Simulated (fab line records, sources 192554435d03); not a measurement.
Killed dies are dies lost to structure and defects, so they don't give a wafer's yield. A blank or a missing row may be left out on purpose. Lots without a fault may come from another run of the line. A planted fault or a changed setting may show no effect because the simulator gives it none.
Chamber matching | flow n5_finfet | N5_BEOL_M9_CMP_52 on cmp-03: 4 sister chambers
The step polishes, stops on SiCOH lowk, t overpolish 7 s, target thk 140 nm. 8 wafers are shown with their chamber, then 12 later ones without.

WAFERS WITH THEIR CHAMBER
wafer  | chamber | motor_current_A (A) | time_to_endpoint_s (s)
L085.1 | 2       | 6.1                 | 75
L085.2 | 3       | 5.6                 | 63
L087.3 | 2       | 6.1                 | 74
L086.5 | 0       | 6.2                 | 66
L086.6 | 3       | 5.8                 | 57
L088.1 | 1       | 5.8                 | 68
L088.4 | 0       | 6.5                 | 68
L088.5 | 1       | 5.5                 | 68

WAFERS WITHOUT THEIR CHAMBER
wafer  | motor_current_A (A) | time_to_endpoint_s (s)
L092.1 | 5.4                 | 62
L092.3 | 6.0                 | 59
L092.6 | 5.8                 | 62
L095.1 | 6.3                 | 71
L095.4 | 6.6                 | 66
L095.5 | 6.7                 | 67
L096.1 | 5.7                 | 65
L096.5 | 5.6                 | 61
L096.6 | 6.2                 | 68
L097.2 | 5.6                 | 66
L097.3 | 6.2                 | 75
L097.6 | 6.5                 | 72

WHICH CHAMBER EACH WENT THROUGH
wafer  | from the rows above     | in truth
L092.1 | can't be placed: 3 or 1 | 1
L092.3 | 3                       | 3
L092.6 | can't be placed: 3 or 1 | 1
L095.1 | can't be placed: 0 or 2 | 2
L095.4 | 0                       | 0
L095.5 | 0                       | 0
L096.1 | can't be placed: 1 or 3 | 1
L096.5 | 3                       | 3
L096.6 | can't be placed: 0 or 2 | 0
L097.2 | can't be placed: 1 or 3 | 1
L097.3 | 2                       | 2
L097.6 | can't be placed: 0 or 2 | 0
Placed correctly: 5 of 12. Can't be placed from these rows: 7 (the true chamber is among the candidates in 7). Placed wrongly: 0.
How it was worked out, from the rows above alone: a wafer's distance from a chamber is the root of the sum, over the readings, of the square of ((its reading less the chamber's mean) divided by the reading's scatter). The wafer belongs to the nearest chamber; if the next one is less than 2 further off, it can't be placed. A chamber's mean is the mean of its shown wafers. The scatter: the root of (the sum of the squares of (reading less its chamber's mean) over the shown wafers, divided by (wafers less chambers)).
